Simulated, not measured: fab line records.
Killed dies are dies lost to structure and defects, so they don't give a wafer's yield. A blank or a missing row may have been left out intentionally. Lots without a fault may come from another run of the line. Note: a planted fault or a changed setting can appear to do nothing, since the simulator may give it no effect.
Matching of chambers -- flow nand harc -- NHARC_P_CONTACT_DESCUM_17 on rie diel-12: 4 sister chambers
The step chemistry O2, time 3 s. 14 wafers are shown with their chamber, then 7 later ones without.

== WAFERS, EACH WITH ITS CHAMBER ==
wafer,chamber,drypump motor current A (A),oes product au (a.u.),throttle valve pct (%)
L074.1,2,6.1,1.007,11.314
L074.3,3,5.1,1.005,11.302
L074.5,3,5.1,0.995,11.320
L076.1,3,5.1,0.991,11.301
L076.3,2,6.1,1.001,11.291
L076.4,1,5.7,1.036,11.305
L083.3,0,4.8,1.000,11.319
L083.4,3,5.1,0.974,11.314
L083.5,3,5.1,0.975,11.317
L089.1,3,5.0,0.999,11.311
L089.4,1,5.7,1.018,11.307
L089.6,0,4.8,1.014,11.313
L091.2,3,5.0,0.992,11.320
L091.5,2,6.1,0.985,11.312

SIGNATURES, as means of the wafers listed above
reading,chamber 0,chamber 1,chamber 2,chamber 3,scatter within a chamber
drypump motor current A,4.800,5.700,6.100,5.071,0.0378
oes product au,1.00700,1.02700,0.99767,0.99014,0.0116
throttle valve pct,11.31600,11.30600,11.30567,11.31214,0.00851
Rule: a wafer's distance from a chamber is the root of the sum, over the readings, of the square of ((its reading less the chamber's mean) divided by the reading's scatter). The wafer belongs to the nearest chamber; if the next one is less than 2 further off, it can't be placed. The scatter: the root of (the sum of the squares of (reading less its chamber's mean) over the shown wafers, divided by (wafers less chambers)).

== WAFERS WITH NO CHAMBER GIVEN ==
wafer,drypump motor current A (A),oes product au (a.u.),throttle valve pct (%)
L091.6,5.7,1.007,11.316
L093.3,5.7,0.998,11.311
L093.4,5.1,1.001,11.323
L093.5,6.1,0.982,11.306
L095.1,4.8,0.999,11.307
L095.2,5.7,1.011,11.306
L095.3,6.1,0.995,11.317

== WHICH CHAMBER EACH ONE RAN IN ==
wafer,from the rows above,in truth
L091.6,1,1
L093.3,1,1
L093.4,3,3
L093.5,2,2
L095.1,0,0
L095.2,1,1
L095.3,2,2
Correct placement for 7 of the 7. Number that these rows cannot place: 0. Wrongly placed: 0.
